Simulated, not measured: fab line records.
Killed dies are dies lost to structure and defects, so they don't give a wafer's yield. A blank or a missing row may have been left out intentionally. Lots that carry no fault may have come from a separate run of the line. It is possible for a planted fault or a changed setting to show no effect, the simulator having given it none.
One fault through the eyes of 2 desks -- flow nandHarc -- every desk sees just its own numbers, and what lay behind them comes last

AT THE TOOL OWNER'S DESK: furnace-08
The tool's own readings at NHARC_P_STI_OXIDE_29 (material SiO2, target thk 10 nm, ox time 1362 s): means of the sampled wafers that have a number, for each lot that ran on this tool. Marked OUT: a lot whose mean sits more than 4 standard deviations from the usual mean, which makes it out of limits; the brackets give that distance.
Columns: A = oxTempC at NHARC_P_STI_OXIDE_29, usual 900.0 C; B = spikeTcTopC at NHARC_P_STI_OXIDE_29, usual 912 C
lot,first seen here,A,B
L990,day 2 17:48,899.6,916
L998,day 6 04:12,900.0,915
L999,day 6 13:53,900.1,916
L111,day 11 11:56,900.1,917
L112,day 11 21:57,900.2,916
Result from this desk: across the 5 lots, nothing is out of limits.

THE METROLOGY DESK
What the gauges read, lot by lot, whatever tool the lot ran on: means of the sampled wafers that have a number. Marked OUT: a lot whose mean sits more than 4 standard deviations from the usual mean, which makes it out of limits; the brackets give that distance.
Columns: A = cdNm at NHARC_P_ZERO_WELL_CD_MEAS_24, usual 719.6 nm
lot,first seen here,A
L990,day 2 08:20,720.2
L994,day 4 00:34,717.4
L995,day 4 10:22,719.7
L996,day 4 20:37,719.3
L997,day 5 06:37,718.7
L998,day 5 16:27,722.1
L999,day 6 02:28,720.7
L102,day 7 08:34,718.3
L103,day 7 18:20,719.5
L104,day 8 04:35,720.4
L109,day 10 07:34,718.2
L110,day 10 16:28,716.6
L111,day 11 02:36,722.0
L112,day 11 12:52,719.6
Result from this desk: across the 14 lots, nothing is out of limits.

PUT TOGETHER
The desk of the tool owner found nothing out of limits.
Nothing out of limits was seen by the metrology desk.

WHAT THE SIMULATOR PUT IN
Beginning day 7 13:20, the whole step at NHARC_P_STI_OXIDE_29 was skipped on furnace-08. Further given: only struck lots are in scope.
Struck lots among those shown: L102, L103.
